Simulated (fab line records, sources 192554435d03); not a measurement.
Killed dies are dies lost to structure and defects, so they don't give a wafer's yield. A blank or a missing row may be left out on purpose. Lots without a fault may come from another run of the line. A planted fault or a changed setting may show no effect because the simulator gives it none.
Chamber matching | flow n5_finfet | N5_BEOL_M8_ETCH_72 on rie_diel-02: 4 sister chambers
The step etches underlayer in N2/H2, target depth 6.5 nm, time 5.2 s. 16 wafers are shown with their chamber, then 8 later ones without.

WAFERS WITH THEIR CHAMBER
wafer  | chamber | showerhead_plenum_p_Torr (Torr) | drypump_motor_current_A (A) | throttle_valve_pct (%)
L074.2 | 1       | 2.59                            | 5.3                         | 17.78
L074.3 | 3       | 2.59                            | 5.7                         | 17.51
L074.6 | 2       | 2.66                            | 6.2                         | 17.55
L076.2 | 3       | 2.59                            | 5.7                         | 17.52
L076.5 | 1       | 2.59                            | 5.2                         | 17.79
L076.6 | 2       | 2.66                            | 6.2                         | 17.56
L077.2 | 0       | 2.41                            | 5.8                         | 17.81
L077.3 | 3       | 2.59                            | 5.7                         | 17.53
L077.6 | 1       | 2.59                            | 5.2                         | 17.78
L080.1 | 0       | 2.40                            | 5.8                         | 17.82
L080.4 | 2       | 2.66                            | 6.2                         | 17.57
L080.5 | 0       | 2.40                            | 5.8                         | 17.82
L081.3 | 0       | 2.40                            | 5.8                         | 17.85
L081.4 | 2       | 2.66                            | 6.2                         | 17.58
L081.6 | 3       | 2.59                            | 5.7                         | 17.53
L085.3 | 2       | 2.65                            | 6.2                         | 17.59

SIGNATURES (means of the wafers above)
reading                  | chamber 0 | chamber 1 | chamber 2 | chamber 3 | scatter within a chamber
showerhead_plenum_p_Torr | 2.4025    | 2.5900    | 2.6580    | 2.5900    | 0.00359
drypump_motor_current_A  | 5.800     | 5.233     | 6.200     | 5.700     | 0.0236
throttle_valve_pct       | 17.8250   | 17.7833   | 17.5700   | 17.5225   | 0.0137
Rule: a wafer's distance from a chamber is the root of the sum, over the readings, of the square of ((its reading less the chamber's mean) divided by the reading's scatter). The wafer belongs to the nearest chamber; if the next one is less than 2 further off, it can't be placed. The scatter: the root of (the sum of the squares of (reading less its chamber's mean) over the shown wafers, divided by (wafers less chambers)).

WAFERS WITHOUT THEIR CHAMBER
wafer  | showerhead_plenum_p_Torr (Torr) | drypump_motor_current_A (A) | throttle_valve_pct (%)
L085.5 | 2.40                            | 5.8                         | 17.86
L085.6 | 2.58                            | 5.3                         | 17.80
L090.1 | 2.58                            | 5.7                         | 17.58
L090.3 | 2.65                            | 6.2                         | 17.63
L090.5 | 2.58                            | 5.7                         | 17.60
L096.1 | 2.57                            | 5.2                         | 17.85
L096.4 | 2.64                            | 6.2                         | 17.65
L096.5 | 2.57                            | 5.3                         | 17.88

WHICH CHAMBER EACH WENT THROUGH
wafer  | from the rows above | in truth
L085.5 | 0                   | 0
L085.6 | 1                   | 1
L090.1 | 3                   | 3
L090.3 | 2                   | 2
L090.5 | 3                   | 3
L096.1 | 1                   | 1
L096.4 | 2                   | 2
L096.5 | 1                   | 1
Placed correctly: 8 of 8. Can't be placed from these rows: 0. Placed wrongly: 0.
